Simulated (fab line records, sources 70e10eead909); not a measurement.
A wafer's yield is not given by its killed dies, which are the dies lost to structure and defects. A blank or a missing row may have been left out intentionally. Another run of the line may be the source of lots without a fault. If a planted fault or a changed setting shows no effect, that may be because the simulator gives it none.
Matching of chambers    flow nand-harc    NHARC_A_CHANNEL_FILL_D1_STRIP_28 on rie-diel-07: 4 sister chambers
The step strips in O2, time 20 s. 24 wafers are shown with their chamber, then 12 later ones without.

## EACH WAFER AND ITS CHAMBER
wafer   chamber  drypump-motor-current-A (A)  oes-product-au (a.u.)  rf-vpp-V (V)
L074.2  3        5.6                          1.004                  57.3
L074.5  3        5.5                          1.003                  57.6
L074.6  2        6.5                          0.995                  57.6
L077.2  1        6.2                          1.014                  57.1
L077.3  3        5.6                          1.012                  58.2
L077.5  0        5.6                          1.020                  57.8
L078.1  2        6.5                          1.003                  58.0
L078.4  0        5.6                          1.011                  57.2
L078.5  0        5.6                          1.022                  59.7
L079.2  2        6.5                          0.993                  57.7
L079.5  3        5.5                          1.019                  58.1
L079.6  0        5.6                          1.030                  58.5
L081.2  0        5.6                          1.025                  57.5
L081.3  1        6.2                          1.014                  57.4
L081.5  1        6.2                          1.018                  57.7
L083.1  2        6.5                          0.978                  57.1
L083.5  3        5.6                          1.012                  57.1
L083.6  2        6.5                          0.993                  56.8
L087.2  3        5.5                          1.001                  58.5
L087.4  1        6.2                          1.010                  57.3
L087.6  2        6.5                          0.994                  57.3
L088.1  0        5.6                          0.997                  59.8
L088.2  1        6.2                          1.008                  57.2
L088.5  2        6.5                          0.991                  58.0

SIGNATURES (averages over the wafers above)
reading                  chamber 0  chamber 1  chamber 2  chamber 3  scatter within a chamber
drypump-motor-current-A  5.600      6.200      6.500      5.550      0.0274
oes-product-au           1.01750    1.01280    0.99243    1.00850    0.00817
rf-vpp-V                 58.417     57.340     57.500     57.800     0.68
Rule: distance of a wafer from a chamber = root of the sum over the readings of ((wafer's reading minus chamber's mean) / reading's scatter) squared. If the next closest chamber is less than 2 further off than the closest, the wafer can't be placed; otherwise it belongs to the closest. The scatter is the square root of a quotient: the sum, over the shown wafers, of each reading's squared deviation from its chamber's mean, divided by wafers minus chambers.

## WAFERS WHOSE CHAMBER IS MISSING
wafer   drypump-motor-current-A (A)  oes-product-au (a.u.)  rf-vpp-V (V)
L090.1  6.5                          0.987                  57.4
L090.4  6.2                          0.998                  57.6
L090.5  6.2                          0.996                  56.6
L091.1  6.2                          1.012                  58.8
L091.4  5.6                          1.002                  56.7
L091.5  6.5                          0.998                  57.0
L095.2  5.6                          0.998                  57.8
L095.3  5.6                          0.985                  58.2
L095.6  5.6                          1.003                  57.4
L096.3  6.2                          1.003                  56.4
L096.4  6.5                          1.001                  57.4
L096.5  6.5                          0.990                  56.6

## WHICH CHAMBER EACH ONE RAN IN
wafer   from the rows above      in truth
L090.1  2                        2
L090.4  1                        1
L090.5  1                        1
L091.1  1                        1
L091.4  can't be placed: 3 or 0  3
L091.5  2                        2
L095.2  can't be placed: 3 or 0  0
L095.3  can't be placed: 3 or 0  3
L095.6  can't be placed: 3 or 0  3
L096.3  1                        1
L096.4  2                        2
L096.5  2                        2
Correct placement for 8 of the 12. Cannot be placed on the basis of these rows: 4; the candidates contain the true chamber in 4. Placed wrongly: 0.
